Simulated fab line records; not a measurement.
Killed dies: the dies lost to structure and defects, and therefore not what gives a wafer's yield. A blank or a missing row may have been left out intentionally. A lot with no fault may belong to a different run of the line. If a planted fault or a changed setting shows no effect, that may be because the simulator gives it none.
Which of the tools did it? ; flow n5 finfet ; 36 wafers from 12 lots sampled at 3 of the route's 1938 steps

## WHAT THE GAUGES SHOWED, per wafer
N5_BEOL_M10_CD_MEAS_11: the cd target is 64.1 nm.
lot;measured;on;cd nm (nm)
L076;day 10 05:08;cd sem-03;62.7 63.8 63.8
L075;day 11 00:46;cd sem-03;64.7 63.4 63.7
L079;day 11 07:46;cd sem-02;63.2 64.5 63.8
L080;day 12 03:37;cd sem-02;64.1 64.1 63.2
L081;day 12 10:43;cd sem-02;63.6 63.4 64.2
L084;day 13 08:55;cd sem-01;63.8 64.6 63.9
L089;day 14 05:22;cd sem-03;64.1 64.6 64.0
L087;day 14 02:49;cd sem-01;64.8 64.6 64.7
L091;day 14 13:34;cd sem-03;65.0 64.3 64.6
L093;day 15 08:02;cd sem-02;63.8 63.8 64.3
L095;day 15 15:20;cd sem-02;64.3 63.5 64.4
L097;day 16 18:26;cd sem-01;64.4 65.3 65.2

## EACH LOT AND THE TOOL THAT RAN IT (in order: tool; ch and the chambers of the sampled wafers; start)
lot;N5_BEOL_M9_STRIP_80;N5_BEOL_M10_ILD_DEP_00
L076;rie diel-01 ch 1,2,3, day 10 01:23 or earlier;pecvd-01 ch 0,1,2, day 10 01:23
L075;rie diel-01 ch 0,2, day 10 21:22 or earlier;pecvd-01 ch 0,1,2, day 10 21:22
L079;rie diel-05 ch 0,2,3, day 11 05:57 or earlier;pecvd-01 ch 0,1,2, day 11 05:57
L080;rie diel-06 ch 0,3, day 12 01:50 or earlier;pecvd-02 ch 0,2, day 12 01:50
L081;rie diel-06 ch 0,1,2, day 12 08:27 or earlier;pecvd-02 ch 0,2, day 12 08:27
L084;rie diel-01 ch 1,2, day 13 05:31 or earlier;pecvd-04 ch 1,2, day 13 05:31
L089;rie diel-06 ch 1,2, day 14 01:44 or earlier;pecvd-02 ch 0,1, day 14 01:44
L087;rie diel-05 ch 0,1,3, day 14 01:20 or earlier;pecvd-01 ch 1,2, day 14 01:20
L091;rie diel-06 ch 0,2,3, day 14 10:38 or earlier;pecvd-01 ch 0,1, day 14 10:38
L093;rie diel-01 ch 1,3, day 15 05:05 or earlier;pecvd-01 ch 0,1, day 15 05:05
L095;rie diel-06 ch 0,1,2, day 15 14:02 or earlier;pecvd-01 ch 0,1,2, day 15 14:02
L097;rie diel-06 ch 1,2,3, day 16 16:44 or earlier;pecvd-04 ch 1,2, day 16 16:44
- N5_BEOL_M9_STRIP_80: strips in N2/H2, time 10 s.
- N5_BEOL_M10_ILD_DEP_00: deposits SiCOH lowk from DEMS/porogen, target thk 308.51 nm, time 58 s.

## THE ANSWER, worked out from the rows above alone
Rule: the usual values come from the lots themselves. The widest of any qualifying gaps counts: lots, ordered by their means at a reading, are off when they make up no more than a third of the lots, leave a main group of 4 or more, and stand apart from it by 3 or more times the standard deviation of that group's means. A main group whose means are all the same, to the digits that the tables above print for the reading, isn't used. Also off: a lot with no number at a reading for which 4 or more lots have one. All remaining lots with rows at the step are treated as sound.
None of the lots is off at any reading shown; this tells nothing.

## WHAT THE SIMULATOR PUT IN
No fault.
